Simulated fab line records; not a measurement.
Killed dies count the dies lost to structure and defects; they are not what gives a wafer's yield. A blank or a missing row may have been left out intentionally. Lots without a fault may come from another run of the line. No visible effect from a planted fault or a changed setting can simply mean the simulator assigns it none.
8D (eight disciplines) problem report, filled in by code	flow n5Finfet	the parts of the form that need people (team, actions taken, sign-off) are left out

## 1. PROBLEM STATEMENT
At N5_BEOL_M10_COAT_59, plateTempC averages 246.07 C over 6 wafers from 2 lots, while fault-free wafers read 250.01 C, standard deviation 0.16. Relative to the usual mean, that is a shift of -25 standard deviations.
The step: time 60 s, resist thk 100 nm.
Seen first at day 10 10:02 on lithoTrack-05, wafer L361.1. The record has a number at this step for 33 wafers belonging to 11 lots. The rule behind "out" and "out of limits": a value lying over 4 standard deviations away from the usual mean. Any other wafer with a number is counted as sound.

## 2. WHAT IT IS, AND WHAT IT ISN'T
question	is	is not
which readings at this step	plateTempC, heaterPowerTotalW	spinSpeedRpm
which lots	L361, L362	L358, L360, L371, L373, L375, L376, L378, L379, L380
which wafers of those lots	all that have a number	-
read on which tools	lithoTrack-05	lithoTrack-01, lithoTrack-03
when	from day 10 10:02	up to then (3 sound wafers); but 24 sound wafers of L360, L371, L373, L375, L376, L378, L379, L380 came after

## 3. THE SUSPECTS, EACH WITH WHAT RULES IT OUT
Counting: any tool at a process step up to the reading is kept as a suspect provided that every lot that is out went through it and no sound lot did after the first of them.
- uvCure-01 at N5_BEOL_M10_CURE_71 (cures SiCOH lowk, time 240 s): ruled out as a lasting fault. The sound lots L373 went through it after L361, its earliest lot that is out (day 10 08:59).
- lithoTrack-05 at N5_BEOL_M10_COAT_59 (time 60 s, resist thk 100 nm): ruled out as a lasting fault. The sound lots L373, L375 went through it after L361, its earliest lot that is out (day 10 10:02).
Left after counting: nothing in the record.

## 4. THE CAUSE (what the simulator had put in)
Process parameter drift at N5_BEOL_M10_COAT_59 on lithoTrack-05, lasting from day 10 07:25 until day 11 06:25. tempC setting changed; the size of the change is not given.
Counting ruled it out, wrongly.

## 5. THE CHAIN OF EFFECTS, in route order
One row per reading whose mean, taken over the struck wafers that have a number, lies over 3 standard deviations from the usual. Readings are gone through only where the record gives a usual standard deviation; hours: the median, over the lots, of the time from a lot's start at the first step in this table giving one to that lot's start at this step; sigmas: the change measured in usual standard deviations.
hours	step	reading	usual	on struck wafers	change	sigmas
0	N5_BEOL_M10_COAT_59	heaterPowerTotalW	500.4 W	491.2	-9.2	-5.4
0	N5_BEOL_M10_COAT_59	plateTempC	250.01 C	246.07	-3.94	-25
Its process steps:
- N5_BEOL_M10_COAT_59: time 60 s, resist thk 100 nm.

## 6. WHAT WOULD HAVE CAUGHT IT SOONER
In this record the first reading out of limits was taken at day 10 10:02, 3 hours after the fault began at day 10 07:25.
